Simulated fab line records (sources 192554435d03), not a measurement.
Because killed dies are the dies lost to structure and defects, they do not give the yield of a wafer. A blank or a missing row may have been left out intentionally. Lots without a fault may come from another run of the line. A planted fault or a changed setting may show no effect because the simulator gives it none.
2 desks, one fault || flow n5-finfet || only its own numbers are on each desk; what lay behind them is given at the end

THE DEFECT DESK
Per lot, the means of the sampled wafers with a number show what the inspections along the route counted. A lot is out of limits, marked OUT, if its mean lies more than 4 standard deviations from the usual mean; the brackets give that distance.
Columns: A = raw-defect-count at N5_PMOS_HMC_CHANNEL_EPI_INSPECT_30, usual 19; B = raw-defect-count at N5_FIN_SAQP_INSPECT_18, usual 412; C = raw-defect-count at N5_FIN_SAQP_INSPECT_40, usual 209; D = raw-defect-count at N5_FIN_CUT_INSPECT_10, usual 38; E = raw-defect-count at N5_FIN_CUT_INSPECT_17, usual 210
{"lot": "L520", "first seen here": "day 2 14:06", "A": 18, "B": 416, "C": 179, "D": 32, "E": 159}
{"lot": "L526", "first seen here": "day 4 02:11", "A": "454 (+67) OUT", "B": 842, "C": "642 (+7.1) OUT", "D": "478 (+47) OUT", "E": "619 (+6.7) OUT"}
{"lot": "L531", "first seen here": "day 5 08:45", "A": "427 (+63) OUT", "B": 705, "C": "534 (+5.3) OUT", "D": "442 (+43) OUT", "E": "544 (+5.5) OUT"}
{"lot": "L534", "first seen here": "day 6 02:41", "A": 17, "B": 459, "C": 191, "D": 34, "E": 186}
This desk finds L526, L531 out of limits, L526 being first, at day 4 02:11 (raw-defect-count at N5_PMOS_HMC_CHANNEL_EPI_INSPECT_30). Within limits: L520, L534.

THE METROLOGY DESK
Means of the sampled wafers that have a number, per lot and without regard to the tool the lot ran on: this is what the gauges read. A lot is out of limits, marked OUT, if its mean lies more than 4 standard deviations from the usual mean; the brackets give that distance. Readings shown: 7 of its 10, picked as those furthest out on some lot.
Columns: A = DIBL_N at N5_BEOL_M4_RC_MEAS_101, usual 37.5 mV/V; B = IOFF_P at N5_BEOL_M4_RC_MEAS_101, usual 0.24 nA/um; C = ION_N at N5_BEOL_M4_RC_MEAS_101, usual 677 uA/um; D = ION_P at N5_BEOL_M4_RC_MEAS_101, usual 464 uA/um; E = SS_N at N5_BEOL_M4_RC_MEAS_101, usual 72.0 mV/dec; F = VT_N at N5_BEOL_M4_RC_MEAS_101, usual 249 mV; G = VT_P at N5_BEOL_M4_RC_MEAS_101, usual -249 mV
{"lot": "L520", "first seen here": "day 8 13:37", "A": 36.8, "B": 0.18, "C": 660, "D": 449, "E": 72.5, "F": 252, "G": -254}
{"lot": "L526", "first seen here": "day 10 05:22", "A": 38.0, "B": 0.26, "C": 677, "D": 468, "E": 71.2, "F": 245, "G": -247}
{"lot": "L531", "first seen here": "day 11 04:43", "A": 36.0, "B": 0.23, "C": 673, "D": 461, "E": 72.0, "F": 249, "G": -248}
{"lot": "L534", "first seen here": "day 12 03:05", "A": 35.4, "B": 0.22, "C": 674, "D": 470, "E": 71.2, "F": 251, "G": -252}
This desk's finding: nothing out of limits on any of the 4 lots.

PUT TOGETHER
The defect desk could have raised an alarm at day 4 02:11, on L526, L531.
The metrology desk saw nothing out of limits.
The metrology desk has L526, L531 on record, within its limits.
On wet-bench-06, each named lot ran N5_PMOS_HMC_CHANNEL_EPI_PRECLEAN_37.

WHAT THE SIMULATOR HAD INSERTED
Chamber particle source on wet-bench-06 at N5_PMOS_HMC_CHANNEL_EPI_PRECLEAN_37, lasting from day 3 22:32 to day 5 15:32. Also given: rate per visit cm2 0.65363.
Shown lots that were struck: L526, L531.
Hours from the fault's start to each desk's first reading out of limits: the defect desk, 4.
